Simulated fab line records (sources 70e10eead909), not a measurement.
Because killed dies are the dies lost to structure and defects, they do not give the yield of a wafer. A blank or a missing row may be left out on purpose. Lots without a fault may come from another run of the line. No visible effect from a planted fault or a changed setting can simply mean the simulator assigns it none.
Which tool is to blame? || flow nand_harc || 12 lots with 36 wafers sampled at 6 steps, on a route of 1159 steps

WHAT THE GAUGES SHOWED, per wafer
NHARC_P_BONDPAD_THK_MEAS_20: measures by xrf. Usual: thk_nm 161.0 nm, standard deviation 1.4.
{"lot": "L603", "measured": "day 6 23:35", "on": "film_metro-01", "thk_nm (nm)": "161.5 160.4 159.0", "flag": ""}
{"lot": "L606", "measured": "day 7 11:02", "on": "film_metro-02", "thk_nm (nm)": "160.5 161.0 160.1", "flag": ""}
{"lot": "L609", "measured": "day 8 02:22", "on": "film_metro-02", "thk_nm (nm)": "162.3 161.8 161.3", "flag": ""}
{"lot": "L608", "measured": "day 8 03:37", "on": "film_metro-02", "thk_nm (nm)": "160.4 161.1 161.9", "flag": ""}
{"lot": "L610", "measured": "day 8 10:20", "on": "film_metro-01", "thk_nm (nm)": "161.6 162.6 161.4", "flag": ""}
{"lot": "L612", "measured": "day 8 19:02", "on": "film_metro-02", "thk_nm (nm)": "160.9 161.4 161.1", "flag": ""}
{"lot": "L615", "measured": "day 9 15:24", "on": "film_metro-02", "thk_nm (nm)": "160.5 160.6 159.4", "flag": ""}
{"lot": "L614", "measured": "day 9 16:42", "on": "film_metro-01", "thk_nm (nm)": "160.7 161.1 163.5", "flag": ""}
{"lot": "L619", "measured": "day 10 22:19", "on": "film_metro-02", "thk_nm (nm)": "161.5 161.5 159.5", "flag": ""}
{"lot": "L621", "measured": "day 11 07:48", "on": "film_metro-01", "thk_nm (nm)": "159.7 160.5 160.4", "flag": ""}
{"lot": "L624", "measured": "day 11 21:50", "on": "film_metro-01", "thk_nm (nm)": "162.1 161.0 159.0", "flag": ""}
{"lot": "L625", "measured": "day 12 06:32", "on": "film_metro-01", "thk_nm (nm)": "162.7 163.4 162.5", "flag": ""}

NHARC_A_ONON_D1_THK_MEAS_21: measures by ellipsometry. Usual: thk_nm 1001 nm, standard deviation 9.
{"lot": "L603", "measured": "day 8 10:53", "on": "film_metro-01", "thk_nm (nm)": "998 998 998", "flag": ""}
{"lot": "L606", "measured": "day 8 22:13", "on": "film_metro-01", "thk_nm (nm)": "1005 1004 1007", "flag": ""}
{"lot": "L609", "measured": "day 9 15:31", "on": "film_metro-01", "thk_nm (nm)": "1008 1009 1006", "flag": ""}
{"lot": "L608", "measured": "day 9 15:31", "on": "film_metro-02", "thk_nm (nm)": "999 1001 998", "flag": ""}
{"lot": "L610", "measured": "day 9 22:19", "on": "film_metro-01", "thk_nm (nm)": "985 984 984", "flag": ""}
{"lot": "L612", "measured": "day 10 07:46", "on": "film_metro-01", "thk_nm (nm)": "573 573 573", "flag": "OFF"}
{"lot": "L615", "measured": "day 11 01:32", "on": "film_metro-01", "thk_nm (nm)": "1023 1021 1021", "flag": ""}
{"lot": "L614", "measured": "day 11 01:33", "on": "film_metro-02", "thk_nm (nm)": "582 582 580", "flag": "OFF"}
{"lot": "L619", "measured": "day 12 09:10", "on": "film_metro-01", "thk_nm (nm)": "1011 1014 1013", "flag": ""}
{"lot": "L621", "measured": "day 12 17:03", "on": "film_metro-02", "thk_nm (nm)": "1008 1011 1013", "flag": ""}
{"lot": "L624", "measured": "day 13 07:08", "on": "film_metro-01", "thk_nm (nm)": "1006 1007 1007", "flag": ""}
{"lot": "L625", "measured": "day 13 18:14", "on": "film_metro-02", "thk_nm (nm)": "1000 999 998", "flag": ""}

NHARC_END_SORT_01. Usual: killed_at_array 25, standard deviation 9.5; killed_at_other 0.8, standard deviation 1.2; killed_at_periphery 3.4, standard deviation 2.2; killed_dies 29, standard deviation 10; killed_open 3.3, standard deviation 1.8; killed_short 2.1, standard deviation 1.4.
{"lot": "L612", "measured": "day 22 00:49", "on": "prober-02", "killed_at_array": "675 674 675", "killed_at_other": "1 0 0", "killed_at_periphery": "1 3 2", "killed_dies": "677 677 677", "killed_open": "2 3 4", "killed_short": "0 2 3", "flag": "OFF"}
{"lot": "L614", "measured": "day 22 06:49", "on": "prober-01", "killed_at_array": "675 672 671", "killed_at_other": "0 0 0", "killed_at_periphery": "2 5 6", "killed_dies": "677 677 677", "killed_open": "0 1 6", "killed_short": "4 5 0", "flag": "OFF"}

EACH LOT AND THE TOOL THAT RAN IT (in order: tool; ch and the chambers of the sampled wafers; start)
{"lot": "L603", "NHARC_P_BONDPAD_DEGAS_25": "pvd_sputter-01, day 6 22:11", "NHARC_A_ZERO_WELL_ETCH_19": "rie_diel-05 ch 1,2,3, day 7 01:22", "NHARC_A_ONON_D1_DEP_19": "pecvd_onon-03 ch 0, day 8 10:22"}
{"lot": "L606", "NHARC_P_BONDPAD_DEGAS_25": "pvd_sputter-02, day 7 09:38", "NHARC_A_ZERO_WELL_ETCH_19": "rie_diel-01 ch 0,2,3, day 7 12:50", "NHARC_A_ONON_D1_DEP_19": "pecvd_onon-03 ch 0, day 8 21:46"}
{"lot": "L609", "NHARC_P_BONDPAD_DEGAS_25": "pvd_sputter-03, day 8 00:58", "NHARC_A_ZERO_WELL_ETCH_19": "rie_diel-13 ch 0,1,2, day 8 04:07", "NHARC_A_ONON_D1_DEP_19": "pecvd_onon-04 ch 0, day 9 15:01"}
{"lot": "L608", "NHARC_P_BONDPAD_DEGAS_25": "pvd_sputter-02, day 8 02:11", "NHARC_A_ZERO_WELL_ETCH_19": "rie_diel-05 ch 0,1,3, day 8 05:26", "NHARC_A_ONON_D1_DEP_19": "pecvd_onon-03 ch 0, day 9 15:04"}
{"lot": "L610", "NHARC_P_BONDPAD_DEGAS_25": "pvd_sputter-01, day 8 08:53", "NHARC_A_ZERO_WELL_ETCH_19": "rie_diel-05 ch 0,1, day 8 12:12", "NHARC_A_ONON_D1_DEP_19": "pecvd_onon-03 ch 0, day 9 21:48"}
{"lot": "L612", "NHARC_P_BONDPAD_DEGAS_25": "pvd_sputter-03, day 8 17:33", "NHARC_A_ZERO_WELL_ETCH_19": "rie_diel-05 ch 0,1,3, day 8 20:47", "NHARC_A_ONON_D1_DEP_19": "pecvd_onon-03 ch 0, day 10 07:23"}
{"lot": "L615", "NHARC_P_BONDPAD_DEGAS_25": "pvd_sputter-03, day 9 13:58", "NHARC_A_ZERO_WELL_ETCH_19": "rie_diel-05 ch 1,3, day 9 17:11", "NHARC_A_ONON_D1_DEP_19": "pecvd_onon-02 ch 0, day 11 01:02"}
{"lot": "L614", "NHARC_P_BONDPAD_DEGAS_25": "pvd_sputter-03, day 9 15:17", "NHARC_A_ZERO_WELL_ETCH_19": "rie_diel-13 ch 0,1,2, day 9 18:28", "NHARC_A_ONON_D1_DEP_19": "pecvd_onon-03 ch 0, day 11 01:02"}
{"lot": "L619", "NHARC_P_BONDPAD_DEGAS_25": "pvd_sputter-01, day 10 20:53", "NHARC_A_ZERO_WELL_ETCH_19": "rie_diel-13 ch 1,3, day 11 00:10", "NHARC_A_ONON_D1_DEP_19": "pecvd_onon-02 ch 0, day 12 08:43"}
{"lot": "L621", "NHARC_P_BONDPAD_DEGAS_25": "pvd_sputter-01, day 11 06:23", "NHARC_A_ZERO_WELL_ETCH_19": "rie_diel-13 ch 0,3, day 11 09:33", "NHARC_A_ONON_D1_DEP_19": "pecvd_onon-02 ch 0, day 12 16:35"}
{"lot": "L624", "NHARC_P_BONDPAD_DEGAS_25": "pvd_sputter-02, day 11 20:26", "NHARC_A_ZERO_WELL_ETCH_19": "rie_diel-05 ch 0,2,3, day 11 23:31", "NHARC_A_ONON_D1_DEP_19": "pecvd_onon-03 ch 0, day 13 06:38"}
{"lot": "L625", "NHARC_P_BONDPAD_DEGAS_25": "pvd_sputter-01, day 12 05:06", "NHARC_A_ZERO_WELL_ETCH_19": "rie_diel-01 ch 1,2, day 12 08:18", "NHARC_A_ONON_D1_DEP_19": "pecvd_onon-03 ch 0, day 13 17:54"}
- NHARC_P_BONDPAD_DEGAS_25: time 60 s.
- NHARC_A_ZERO_WELL_ETCH_19: etches the open film in N2/H2, target depth 80 nm, overetch 24 nm, time 87.88 s.
- NHARC_A_ONON_D1_DEP_19: target thk 1000 nm.

AS READ BY THE TOOLS THEMSELVES (means over the sampled wafers that have a number; for cases with no such wafer, the mark the record gives instead)
NHARC_P_BONDPAD_DEGAS_25. Usual: heater_power_w 491 W, standard deviation 57.
{"lot": "L603", "tool": "pvd_sputter-01", "heater_power_w (W)": 490, "flag": ""}
{"lot": "L606", "tool": "pvd_sputter-02", "heater_power_w (W)": 546, "flag": ""}
{"lot": "L609", "tool": "pvd_sputter-03", "heater_power_w (W)": 518, "flag": ""}
{"lot": "L608", "tool": "pvd_sputter-02", "heater_power_w (W)": 508, "flag": ""}
{"lot": "L610", "tool": "pvd_sputter-01", "heater_power_w (W)": 475, "flag": ""}
{"lot": "L612", "tool": "pvd_sputter-03", "heater_power_w (W)": 563, "flag": ""}
{"lot": "L615", "tool": "pvd_sputter-03", "heater_power_w (W)": 517, "flag": ""}
{"lot": "L614", "tool": "pvd_sputter-03", "heater_power_w (W)": 515, "flag": ""}
{"lot": "L619", "tool": "pvd_sputter-01", "heater_power_w (W)": 491, "flag": ""}
{"lot": "L621", "tool": "pvd_sputter-01", "heater_power_w (W)": 470, "flag": ""}
{"lot": "L624", "tool": "pvd_sputter-02", "heater_power_w (W)": 470, "flag": ""}
{"lot": "L625", "tool": "pvd_sputter-01", "heater_power_w (W)": 466, "flag": ""}

NHARC_A_ZERO_WELL_ETCH_19. Usual: bias_w 150.1 W, standard deviation 0.42; drypump_motor_current_A 5.80 A, standard deviation 0.27; mfc_ar_sccm 0.013 sccm, standard deviation 0.011; n2_flow_sccm 150.0 sccm, standard deviation 0.46; oes_product_au 0.994 a.u., standard deviation 0.011; rf_vpp_V 431.8 V, standard deviation 2.7; showerhead_plenum_p_Torr 2.08 Torr, standard deviation 0.094; throttle_valve_pct 14.171 %, standard deviation 0.0097.
{"lot": "L603", "tool": "rie_diel-05", "bias_w (W)": 150.4, "drypump_motor_current_A (A)": 5.78, "mfc_ar_sccm (sccm)": 0.015, "n2_flow_sccm (sccm)": 150.0, "oes_product_au (a.u.)": 0.997, "rf_vpp_V (V)": 429.9, "showerhead_plenum_p_Torr (Torr)": 2.02, "throttle_valve_pct (%)": 14.166, "flag": ""}
{"lot": "L606", "tool": "rie_diel-01", "bias_w (W)": 150.0, "drypump_motor_current_A (A)": 5.55, "mfc_ar_sccm (sccm)": 0.022, "n2_flow_sccm (sccm)": 149.6, "oes_product_au (a.u.)": 0.987, "rf_vpp_V (V)": 432.1, "showerhead_plenum_p_Torr (Torr)": 2.13, "throttle_valve_pct (%)": 14.168, "flag": ""}
{"lot": "L609", "tool": "rie_diel-13", "bias_w (W)": 149.9, "drypump_motor_current_A (A)": 5.69, "mfc_ar_sccm (sccm)": 0.002, "n2_flow_sccm (sccm)": 150.1, "oes_product_au (a.u.)": 0.997, "rf_vpp_V (V)": 430.7, "showerhead_plenum_p_Torr (Torr)": 2.06, "throttle_valve_pct (%)": 14.161, "flag": ""}
{"lot": "L608", "tool": "rie_diel-05", "bias_w (W)": 150.0, "drypump_motor_current_A (A)": 5.79, "mfc_ar_sccm (sccm)": 0.022, "n2_flow_sccm (sccm)": 150.4, "oes_product_au (a.u.)": 0.991, "rf_vpp_V (V)": 432.1, "showerhead_plenum_p_Torr (Torr)": 2.08, "throttle_valve_pct (%)": 14.171, "flag": ""}
{"lot": "L610", "tool": "rie_diel-05", "bias_w (W)": 150.0, "drypump_motor_current_A (A)": 5.73, "mfc_ar_sccm (sccm)": 0.018, "n2_flow_sccm (sccm)": 150.1, "oes_product_au (a.u.)": 0.997, "rf_vpp_V (V)": 429.9, "showerhead_plenum_p_Torr (Torr)": 2.01, "throttle_valve_pct (%)": 14.166, "flag": ""}
{"lot": "L612", "tool": "rie_diel-05", "bias_w (W)": 150.3, "drypump_motor_current_A (A)": 5.77, "mfc_ar_sccm (sccm)": 0.022, "n2_flow_sccm (sccm)": 150.2, "oes_product_au (a.u.)": 0.998, "rf_vpp_V (V)": 431.8, "showerhead_plenum_p_Torr (Torr)": 2.08, "throttle_valve_pct (%)": 14.173, "flag": ""}
{"lot": "L615", "tool": "rie_diel-05", "bias_w (W)": 149.7, "drypump_motor_current_A (A)": 5.59, "mfc_ar_sccm (sccm)": 0.021, "n2_flow_sccm (sccm)": 149.5, "oes_product_au (a.u.)": 0.990, "rf_vpp_V (V)": 430.1, "showerhead_plenum_p_Torr (Torr)": 1.99, "throttle_valve_pct (%)": 14.164, "flag": ""}
{"lot": "L614", "tool": "rie_diel-13", "bias_w (W)": 149.8, "drypump_motor_current_A (A)": 5.69, "mfc_ar_sccm (sccm)": 0.002, "n2_flow_sccm (sccm)": 150.3, "oes_product_au (a.u.)": 0.990, "rf_vpp_V (V)": 430.8, "showerhead_plenum_p_Torr (Torr)": 2.06, "throttle_valve_pct (%)": 14.173, "flag": ""}
{"lot": "L619", "tool": "rie_diel-13", "bias_w (W)": 149.8, "drypump_motor_current_A (A)": 5.87, "mfc_ar_sccm (sccm)": 0.003, "n2_flow_sccm (sccm)": 149.8, "oes_product_au (a.u.)": 0.993, "rf_vpp_V (V)": 434.3, "showerhead_plenum_p_Torr (Torr)": 2.18, "throttle_valve_pct (%)": 14.172, "flag": ""}
{"lot": "L621", "tool": "rie_diel-13", "bias_w (W)": 150.4, "drypump_motor_current_A (A)": 5.83, "mfc_ar_sccm (sccm)": 0.003, "n2_flow_sccm (sccm)": 150.2, "oes_product_au (a.u.)": 1.008, "rf_vpp_V (V)": 431.3, "showerhead_plenum_p_Torr (Torr)": 2.06, "throttle_valve_pct (%)": 14.180, "flag": ""}
{"lot": "L624", "tool": "rie_diel-05", "bias_w (W)": 150.0, "drypump_motor_current_A (A)": 6.01, "mfc_ar_sccm (sccm)": 0.017, "n2_flow_sccm (sccm)": 149.5, "oes_product_au (a.u.)": 0.997, "rf_vpp_V (V)": 431.3, "showerhead_plenum_p_Torr (Torr)": 2.11, "throttle_valve_pct (%)": 14.170, "flag": ""}
{"lot": "L625", "tool": "rie_diel-01", "bias_w (W)": 150.6, "drypump_motor_current_A (A)": 5.83, "mfc_ar_sccm (sccm)": 0.018, "n2_flow_sccm (sccm)": 150.3, "oes_product_au (a.u.)": 0.984, "rf_vpp_V (V)": 433.5, "showerhead_plenum_p_Torr (Torr)": 2.15, "throttle_valve_pct (%)": 14.184, "flag": ""}

NHARC_A_ONON_D1_DEP_19. Usual: n2_flow_sccm 2750 sccm, standard deviation 7.7; nh3_flow_sccm 500.2 sccm, standard deviation 1.4.
{"lot": "L603", "tool": "pecvd_onon-03", "n2_flow_sccm (sccm)": 2749, "nh3_flow_sccm (sccm)": 501.8, "flag": ""}
{"lot": "L606", "tool": "pecvd_onon-03", "n2_flow_sccm (sccm)": 2754, "nh3_flow_sccm (sccm)": 501.0, "flag": ""}
{"lot": "L609", "tool": "pecvd_onon-04", "n2_flow_sccm (sccm)": 2754, "nh3_flow_sccm (sccm)": 500.0, "flag": ""}
{"lot": "L608", "tool": "pecvd_onon-03", "n2_flow_sccm (sccm)": 2744, "nh3_flow_sccm (sccm)": 499.5, "flag": ""}
{"lot": "L610", "tool": "pecvd_onon-03", "n2_flow_sccm (sccm)": 2748, "nh3_flow_sccm (sccm)": 499.8, "flag": ""}
{"lot": "L612", "tool": "pecvd_onon-03", "n2_flow_sccm (sccm)": 2744, "nh3_flow_sccm (sccm)": 498.3, "flag": ""}
{"lot": "L615", "tool": "pecvd_onon-02", "n2_flow_sccm (sccm)": 2747, "nh3_flow_sccm (sccm)": 499.0, "flag": ""}
{"lot": "L614", "tool": "pecvd_onon-03", "n2_flow_sccm (sccm)": 2754, "nh3_flow_sccm (sccm)": 499.3, "flag": ""}
{"lot": "L619", "tool": "pecvd_onon-02", "n2_flow_sccm (sccm)": 2757, "nh3_flow_sccm (sccm)": 501.5, "flag": ""}
{"lot": "L621", "tool": "pecvd_onon-02", "n2_flow_sccm (sccm)": 2744, "nh3_flow_sccm (sccm)": 499.1, "flag": ""}
{"lot": "L624", "tool": "pecvd_onon-03", "n2_flow_sccm (sccm)": 2761, "nh3_flow_sccm (sccm)": 499.4, "flag": ""}
{"lot": "L625", "tool": "pecvd_onon-03", "n2_flow_sccm (sccm)": 2748, "nh3_flow_sccm (sccm)": 500.2, "flag": ""}

THE ANSWER, worked out from the rows above alone
Rule: lot off if the mean of its wafers having a number is beyond 3 standard deviations from the usual mean. A lot without any number at a reading at which 4 lots or more have one is off too. All remaining lots with rows at the step are treated as sound. After the gauges, taken in route order, come the tools' own readings; for these a lot's mean is taken, as printed above. The first step at which some lot is off is used, and at that step the reading that is off furthest; a lot without a number counts as furthest.
Off: L612, L614 (NHARC_A_ONON_D1_THK_MEAS_21, thk_nm).
If a tool, at a process step before that reading, ran all the lots that are off and no sound lot after the first of them, it fits. The gauges at NHARC_A_ONON_D1_THK_MEAS_21 aren't tried: what is off there is off at NHARC_END_SORT_01 too, on other tools, and a gauge's error can't cause that. Not one of the candidates tried fits.

WHAT WAS PUT IN BY THE SIMULATOR
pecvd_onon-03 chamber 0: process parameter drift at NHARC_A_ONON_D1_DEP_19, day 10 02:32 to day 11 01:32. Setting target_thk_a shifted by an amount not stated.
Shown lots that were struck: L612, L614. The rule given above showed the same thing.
